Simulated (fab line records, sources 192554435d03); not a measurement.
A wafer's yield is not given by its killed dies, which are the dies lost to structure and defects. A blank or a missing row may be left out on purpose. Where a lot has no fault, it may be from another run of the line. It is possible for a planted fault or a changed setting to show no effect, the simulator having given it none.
Chamber matching	flow n5_finfet	3 sister chambers for N5_BEOL_M9_CVD_78 on cvd_co-01
The step deposits Co from CCTBA/H2, target thk 2 nm, time 138.9 s. 14 wafers are shown with their chamber, then 6 later ones without.

WAFERS PAIRED WITH THEIR CHAMBERS
wafer	chamber	run_length_s (s)
L198.1	1	162.2
L198.4	1	161.6
L198.6	0	161.8
L196.3	0	161.4
L196.5	1	161.6
L196.6	2	161.9
L204.1	2	161.7
L204.3	1	161.0
L204.5	0	162.0
L202.2	2	162.2
L202.4	2	162.0
L202.5	0	161.8
L205.1	0	161.5
L205.3	2	161.7

SIGNATURES (means of the wafers above)
reading	chamber 0	chamber 1	chamber 2	scatter within a chamber
run_length_s	161.700	161.600	161.900	0.322
Rule: distance of a wafer from a chamber = root of the sum over the readings of ((wafer's reading minus chamber's mean) / reading's scatter) squared. The wafer belongs to the nearest chamber; if the next one is less than 2 further off, it can't be placed. The scatter is the square root of a quotient: the sum, over the shown wafers, of each reading's squared deviation from its chamber's mean, divided by wafers minus chambers.

WAFERS WHOSE CHAMBER IS MISSING
wafer	run_length_s (s)
L205.5	162.0
L207.2	161.3
L207.4	161.9
L207.6	161.6
L211.2	163.5
L211.3	163.2

WHICH CHAMBER EACH WENT THROUGH
wafer	from the rows above	in truth
L205.5	can't be placed: 2 or 0 or 1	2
L207.2	can't be placed: 1 or 0 or 2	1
L207.4	can't be placed: 2 or 0 or 1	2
L207.6	can't be placed: 1 or 0 or 2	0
L211.2	can't be placed: 2 or 0 or 1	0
L211.3	can't be placed: 2 or 0 or 1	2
Correctly placed: 0 of 6. From these rows, 6 cannot be placed; in 6 the true chamber is one of the candidates. Placed wrongly: 0.
